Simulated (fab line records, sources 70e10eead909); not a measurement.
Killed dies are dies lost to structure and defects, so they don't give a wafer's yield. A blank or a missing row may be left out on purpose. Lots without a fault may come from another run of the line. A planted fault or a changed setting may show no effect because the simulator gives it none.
fab line records | flow nand_harc
record lots=14 wafers=42 last_day=33
route steps=1302 shown A_STAIRCASE@717
lots that met no fault: from a run of the same line without faults
start_h: hours from the record's first day to the start of the lot's first wafer shown | wait_h: hours since the lot's step before | " the same as in the row above | L1.1+2: a row that stands for several wafers | - no value, or no start given | * or withheld: withheld | < > ~ a bound
route shown NAME@n: a module of which the file shows steps, and the number in the route of the first | usual: mean/standard deviation of fault-free wafers | same: alike in all rows | chamber/n: place in a boat | sites: the reading at each site | _std_site: their standard deviation | _edge_site: outer sites' mean less inner sites' | radius_mm: how far each site lies from the wafer's centre | mask NAME#n: copy n | behind: the tool/chamber that last shaped the wafer | hold: why the lot was held/for how many hours/how that ended | device: the transistor (n, p or np) that didn't switch | end of line: the same wafers' tests at the end of the route | a step without rows: its recipe alone | killed: dies lost to structure and defects at the first sort, not the wafer's yield | map: a wafer's dies, x killed, . not, _ none there
set.NAME: the setting as run; set.NAME@STEP: as run at that earlier step | model.NAME: the simulator's own value behind a step, which no gauge read
steps of the route over a sample of lots; a table a step, a row a wafer
services: from which hour (start_h, from the record's first day; less than 0 if before it) a tool's chamber was out of use, for how many hours, and why
## steps
# step NHARC_A_STAIRCASE_ETCH_203
# recipe target_depth_a=1000 time_s=40.5 ion_energy_ev=400 c4f8_flow_sccm=20 o2_flow_sccm=10 ar_flow_sccm=withheld rf_w=600 bias_w=1000 chemistry=C4F8/O2
# usual oes_product_au=0.947/0.0097 rf_fwd_power_W=592.7/1.9 rf_vpp_V=895/4.2
# columns lot.wafer tool chamber start_h wait_h oes_product_au rf_fwd_power_W rf_hours_counter_h rf_vpp_V
L977.3 rie_diel-07 0 - - 0.953 595.8 25 893
L977.4 " 2 " " 0.957 592.0 25 899
L977.6 " 0 " " 0.946 597.0 - 893
L978.1 rie_diel-04 2 - - 0.958 594.5 4 891
L978.3 " 3 " " 0.945 590.0 5 890
L978.2 " 0 " " 0.958 590.7 5 893
L980.2 rie_diel-07 1 - - 0.957 593.8 33 897
L980.3 " 3 " " 0.941 591.9 42 898
L980.6 " 1 " " 0.956 593.4 - 895
L983.1 rie_diel-07 1 - - 0.939 592.9 35 896
L983.3 " 2 " " 0.955 592.4 41 897
L983.5 " 1 " " 0.945 593.3 - 897
L990.1 rie_diel-07 3 - - 0.960 590.8 8 898
L990.3 " 0 " " 0.948 594.9 7 892
L990.5 " 3 " " 0.947 590.9 - 899
L991.2 rie_diel-07 3 - - 0.956 594.8 11 897
L991.6 " 0 " " 0.948 595.5 - 894
L991.5 " 1 " " 0.950 592.7 - 896
L989.2 rie_diel-07 0 - - 0.941 594.6 14 892
L989.3 " 1 " " 0.934 593.0 10 895
L989.1 " 2 " " 0.960 591.5 10 897
L993.2 rie_diel-07 3 - - 0.950 594.9 16 897
L993.5 " 0 " " 0.960 595.4 - 893
L993.6 " 1 " " 0.954 589.4 - 896
L992.4 rie_diel-01 3 - - 0.939 591.8 52 900
L992.1 " 0 " " 0.950 593.4 50 890
L992.5 " 1 " " 0.955 592.8 - 905
L994.3 rie_diel-01 0 - - 0.929 591.4 58 892
L994.6 " 3 " " 0.937 591.4 - 900
L994.5 " 0 " " 0.934 594.7 - 890
L996.3 rie_diel-04 2 - - 0.930 594.3 6 891
L996.2 " 0 " " 0.937 595.6 5 892
L996.1 " 1 " " 0.940 592.5 7 895
L998.4 rie_diel-04 1 - - 0.952 592.9 7 896
L998.2 " 3 " " 0.954 592.6 5 888
L998.5 " 1 " " 0.956 592.5 - 895
L997.2 rie_diel-07 2 - - 0.965 592.9 31 898
L997.4 " 1 " " 0.942 592.5 32 896
L997.5 " 2 " " 0.968 593.9 - 897
L999.1 rie_diel-07 0 - - 0.945 593.5 41 891
L999.6 " 1 " " 0.944 590.6 - 895
L999.5 " 2 " " 0.954 591.7 - 896
# step NHARC_A_STAIRCASE_TRIM_220
# recipe time_s=211.2 o2_flow_sccm=500 ar_flow_sccm=0 bias_w=0 chemistry=O2
# usual drypump_motor_current_A=5.6/0.5 oes_product_au=1.001/0.0072 rf_vpp_V=57.7/0.81 showerhead_plenum_p_Torr=3.51/0.12 throttle_valve_pct=17.035/0.0092
# columns lot.wafer tool chamber start_h wait_h drypump_motor_current_A oes_product_au rf_hours_counter_h rf_vpp_V showerhead_plenum_p_Torr throttle_valve_pct
L977.4 rie_diel-01 0 380.24 0.1 5.7 0.996 53 57.1 3.43 17.042
L977.3 " 1 " " 5.1 0.997 53 57.4 3.27 17.037
L977.6 " 1 " " 5.1 1.006 - 56.7 3.27 17.023
L978.1 rie_diel-07 3 386.06 0.1 5.3 1.011 30 58.8 3.59 17.041
L978.2 " 0 " " 6.3 1.007 26 57.3 3.44 17.037
L978.3 " 2 " " 6.7 1.019 27 57.3 3.59 17.025
L980.3 rie_diel-04 3 407.56 0.7 6.2 1.012 17 57.1 3.33 17.042
L980.2 " 1 " " 5.7 1.007 16 57.3 3.52 17.042
L980.6 " 3 " " 6.2 1.001 - 58.0 3.33 17.039
L983.3 rie_diel-07 0 422.25 0.1 6.3 1.015 42 57.5 3.44 17.031
L983.1 " 2 " " 6.7 1.009 41 57.2 3.58 17.048
L983.5 " 3 " " 5.4 0.994 - 57.5 3.58 17.032
L990.3 rie_diel-07 2 496.65 0.1 6.7 1.003 5 57.9 3.57 17.046
L990.1 " 0 " " 6.3 1.003 7 57.3 3.43 17.033
L990.5 " 1 " " 5.7 0.986 - 57.5 3.53 17.042
L991.2 rie_diel-04 3 510.14 0.1 6.2 1.003 44 56.2 3.32 17.033
L991.6 " 0 " " 5.5 1.005 - 56.8 3.43 17.042
L991.5 " 1 " " 5.7 1.003 - 58.2 3.51 17.025
L989.1 rie_diel-01 0 523.14 0.1 5.7 0.995 49 57.8 3.40 17.026
L989.3 " 2 " " 5.1 0.998 41 59.6 3.53 17.034
L989.2 " 3 " " 5.1 0.995 51 58.8 3.65 17.046
L993.2 rie_diel-04 2 529.47 0.1 5.3 1.001 53 58.4 3.37 17.029
L993.5 " 1 " " 5.7 1.003 - 57.0 3.50 17.025
L993.6 " 2 " " 5.3 0.998 - 57.6 3.37 17.035
L992.1 rie_diel-01 3 529.75 0.1 5.1 0.998 52 59.0 3.64 17.041
L992.4 " 0 " " 5.7 0.999 51 56.8 3.40 17.034
L992.5 " 3 " " 5.1 0.997 - 58.1 3.64 17.031
L994.3 rie_diel-01 1 552.00 0.1 5.1 0.988 43 58.4 3.78 17.033
L994.5 " 2 " " 5.1 0.993 - 58.8 3.52 17.049
L994.6 " 3 " " 5.1 1.001 - 57.5 3.64 17.043
L996.2 rie_diel-07 3 577.06 0.1 5.3 1.001 37 55.9 3.56 17.033
L996.3 " 0 " " 6.3 0.993 38 57.9 3.41 17.048
L996.1 " 1 " " 5.7 0.994 30 57.7 3.51 17.008
L998.4 rie_diel-04 0 577.41 0.1 5.6 1.008 5 58.5 3.42 17.039
L998.2 " 2 " " 5.3 1.001 6 57.6 3.36 17.026
L998.5 " 0 " " 5.5 1.006 - 56.9 3.42 17.021
L997.4 rie_diel-07 2 584.25 0.1 6.7 1.010 31 58.5 3.56 17.028
L997.2 " 0 " " 6.3 1.006 40 57.5 3.41 17.046
L997.5 " 2 " " 6.7 1.012 - 57.9 3.56 17.037
L999.1 rie_diel-07 2 590.16 0.1 6.7 1.001 33 57.8 3.55 17.050
L999.5 " 3 " " 5.3 0.994 - 58.4 3.55 17.037
L999.6 " 0 " " 6.3 1.000 - 58.3 3.41 17.029
# step NHARC_A_STAIRCASE_ETCH_221
# recipe target_depth_a=1000 time_s=40.5 ion_energy_ev=400 c4f8_flow_sccm=20 o2_flow_sccm=10 ar_flow_sccm=withheld rf_w=600 bias_w=1000 chemistry=C4F8/O2
# usual oes_product_au=0.943/0.012 rf_fwd_power_W=592.7/2.3 rf_vpp_V=895/4.5
# columns lot.wafer tool chamber start_h wait_h oes_product_au rf_fwd_power_W rf_hours_counter_h rf_vpp_V
L977.3 rie_diel-01 0 - - 0.947 593.9 53 892
L977.4 " 1 " " 0.969 594.3 53 886
L977.6 " 0 " " 0.941 593.6 - 892
L978.3 rie_diel-07 3 - - 0.932 592.5 30 898
L978.2 " 0 " " 0.946 594.0 26 894
L978.1 " 1 " " 0.952 590.9 23 895
L980.2 rie_diel-04 0 - - 0.929 590.1 18 894
L980.3 " 2 " " 0.939 593.7 17 890
L980.6 " 1 " " 0.929 593.9 - 895
L983.1 rie_diel-07 0 - - 0.949 594.9 42 893
L983.3 " 2 " " 0.968 589.9 41 898
L983.5 " 1 " " 0.940 592.3 - 897
L990.1 rie_diel-07 1 - - 0.935 594.8 5 897
L990.3 " 2 " " 0.956 590.7 5 898
L990.5 " 1 " " 0.938 594.5 - 895
L991.2 rie_diel-04 3 - - 0.949 590.2 44 889
L991.6 " 3 " " 0.952 589.8 - 889
L991.5 " 0 " " 0.952 592.9 - 893
L989.2 rie_diel-01 0 - - 0.949 589.1 49 890
L989.1 " 1 " " 0.947 595.7 33 904
L989.3 " 2 " " 0.962 596.0 41 896
L993.2 rie_diel-04 0 - - 0.953 595.1 45 894
L993.5 " 2 " " 0.931 592.0 - 890
L993.6 " 3 " " 0.945 589.7 - 887
L992.1 rie_diel-01 3 - - 0.948 592.6 53 898
L992.4 " 0 " " 0.957 591.0 51 892
L992.5 " 3 " " 0.956 593.4 - 899
L994.3 rie_diel-01 0 - - 0.943 590.8 58 890
L994.5 " 2 " " 0.941 596.0 - 895
L994.6 " 3 " " 0.956 591.1 - 898
L996.3 rie_diel-07 0 - - 0.944 590.9 38 892
L996.2 " 1 " " 0.969 591.8 30 896
L996.1 " 2 " " 0.973 588.4 30 898
L998.4 rie_diel-04 0 - - 0.950 593.1 6 893
L998.2 " 2 " " 0.952 591.4 6 890
L998.5 " 0 " " 0.945 591.6 - 891
L997.4 rie_diel-07 0 - - 0.939 590.2 40 890
L997.2 " 2 " " 0.952 591.4 31 896
L997.5 " 0 " " 0.929 593.8 - 893
L999.1 rie_diel-07 3 - - 0.938 596.1 40 898
L999.6 " 0 " " 0.933 593.9 - 891
L999.5 " 1 " " 0.939 592.4 - 895
# step NHARC_A_STAIRCASE_ETCH_230
# recipe target_depth_a=1000 time_s=40.5 ion_energy_ev=400 c4f8_flow_sccm=20 o2_flow_sccm=10 ar_flow_sccm=withheld rf_w=600 bias_w=1000 chemistry=C4F8/O2
# usual oes_product_au=0.950/0.017 rf_fwd_power_W=592.6/2 rf_vpp_V=894/4.6
# columns lot.wafer tool chamber start_h wait_h oes_product_au rf_fwd_power_W rf_hours_counter_h rf_vpp_V
L977.3 rie_diel-07 0 381.46 - 0.992 595.1 25 893
L977.4 " 3 " " 0.960 589.6 29 898
L977.6 " 1 " " 0.976 595.2 - 897
L978.1 rie_diel-04 1 387.28 - 0.962 594.0 3 896
L978.2 " 2 " " 0.972 593.7 5 892
L978.3 " 3 " " 0.977 591.4 6 889
L980.3 rie_diel-04 0 408.86 - 0.950 589.9 19 892
L980.2 " 2 " " 0.936 591.3 18 891
L980.6 " 3 " " 1.187 833.2 - 887
L983.1 rie_diel-04 3 423.45 - 1.201 832.6 23 888
L983.3 " 1 " " 0.973 593.0 20 895
L983.5 " 2 " " 0.980 597.8 - 890
L990.3 rie_diel-07 1 497.85 - 0.955 592.4 5 896
L990.1 " 3 " " 0.945 593.4 8 898
L990.5 " 1 " " 0.947 591.5 - 896
L991.2 rie_diel-01 3 511.33 - 0.961 591.2 47 901
L991.5 " 2 " " 0.957 594.8 - 897
L991.6 " 3 " " 0.968 593.4 - 900
L989.2 rie_diel-04 2 524.40 - 0.953 593.2 51 890
L989.1 " 3 " " 0.969 591.1 49 890
L989.3 " 1 " " 0.971 593.3 46 894
L992.1 rie_diel-07 3 531.40 - 0.920 592.7 18 897
L992.4 " 1 " " 0.930 594.0 13 896
L992.5 " 3 " " 0.934 591.8 - 898
L993.2 rie_diel-07 3 533.46 - 0.922 594.3 19 896
L993.5 " 0 " " 0.922 595.3 - 892
L993.6 " 1 " " 0.911 592.7 - 895
L994.3 rie_diel-04 2 553.19 - 0.971 593.5 2 890
L994.5 " 3 " " 0.970 590.3 - 889
L994.6 " 0 " " 0.959 593.2 - 894
L996.2 rie_diel-07 0 578.26 - 0.949 593.3 38 891
L996.3 " 2 " " 0.950 592.5 30 899
L996.1 " 3 " " 0.948 592.4 38 898
L998.4 rie_diel-04 2 578.63 - 0.947 593.0 7 889
L998.2 " 0 " " 0.948 592.6 6 891
L998.5 " 1 " " 0.960 592.0 - 895
L997.2 rie_diel-07 2 585.49 - 0.940 589.6 32 898
L997.4 " 0 " " 0.943 592.9 40 891
L997.5 " 2 " " 0.952 587.3 - 897
L999.1 rie_diel-04 1 592.30 - 0.929 595.1 11 894
L999.5 " 0 " " 0.932 594.3 - 893
L999.6 " 3 " " 0.930 590.2 - 887
## services
# columns tool chamber start_h hours kind
rie_diel-04 - 357.29 9.0 pm
rie_diel-01 2 357.92 4.0 repair
rie_diel-07 0 376.97 - clean
rie_diel-07 1 376.97 - clean
rie_diel-07 2 376.97 - clean
rie_diel-07 3 376.97 - clean
rie_diel-04 1 377.71 4.7 repair
rie_diel-01 - 381.75 9.0 pm
rie_diel-07 0 401.47 - clean
rie_diel-07 1 401.47 - clean
rie_diel-07 2 401.47 - clean
rie_diel-07 3 401.47 - clean
rie_diel-07 1 405.40 4.9 repair
rie_diel-01 3 406.68 5.1 repair
rie_diel-04 2 439.61 1.2 repair
rie_diel-07 - 472.81 9.0 pm
rie_diel-01 1 474.69 16.8 repair
rie_diel-01 0 491.18 4.9 repair
rie_diel-01 2 514.02 7.7 repair
rie_diel-04 0 520.71 8.1 repair
rie_diel-04 - 534.29 9.0 pm
rie_diel-01 - 560.44 9.0 pm
rie_diel-04 0 563.20 2.9 repair
rie_diel-04 2 588.21 18.9 repair
## key
first_sign step=NHARC_A_STAIRCASE_ETCH_230 reading=rf_fwd_power_W direction=up sigmas=99+ usual=* struck=*
effect step=NHARC_A_STAIRCASE_ETCH_230 reading=oes_product_au direction=up sigmas=14 usual=0.950 struck=1.194
met_at NHARC_A_STAIRCASE_ETCH_230
struck_lots L980,L983
struck_wafers L980.6,L983.1
later_rows_left_out L980.6,L983.1
sort_left_out L980.6,L983.1
tester_left_out L980,L983
not_acting_at NHARC_A_STAIRCASE_ETCH_203,NHARC_A_STAIRCASE_TRIM_220,NHARC_A_STAIRCASE_ETCH_221
onset_between 387.28 408.86
fault kind=process_parameter_drift tool=rie_diel-04 chamber=3 onset_h=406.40 steps=NHARC_A_STAIRCASE_ETCH_230 channel=rf_w offset=* shape=step end_h=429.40 acts_in=* stated=*
# tester_left_out: of these lots the tester's yield and bins aren't shown, on N5 and GAA mostly nor the transistor test; their killed dies are dies lost to structure and defects alone, not to doping, threshold or leakage, so they don't give the yield
# sort_left_out: the simulated sort isn't trusted on such a fault, so these wafers' sort isn't shown, and their yield isn't known
# later_rows_left_out: the simulator's readings of these wafers behind a module that went badly wrong aren't trusted and aren't shown, but for the sort
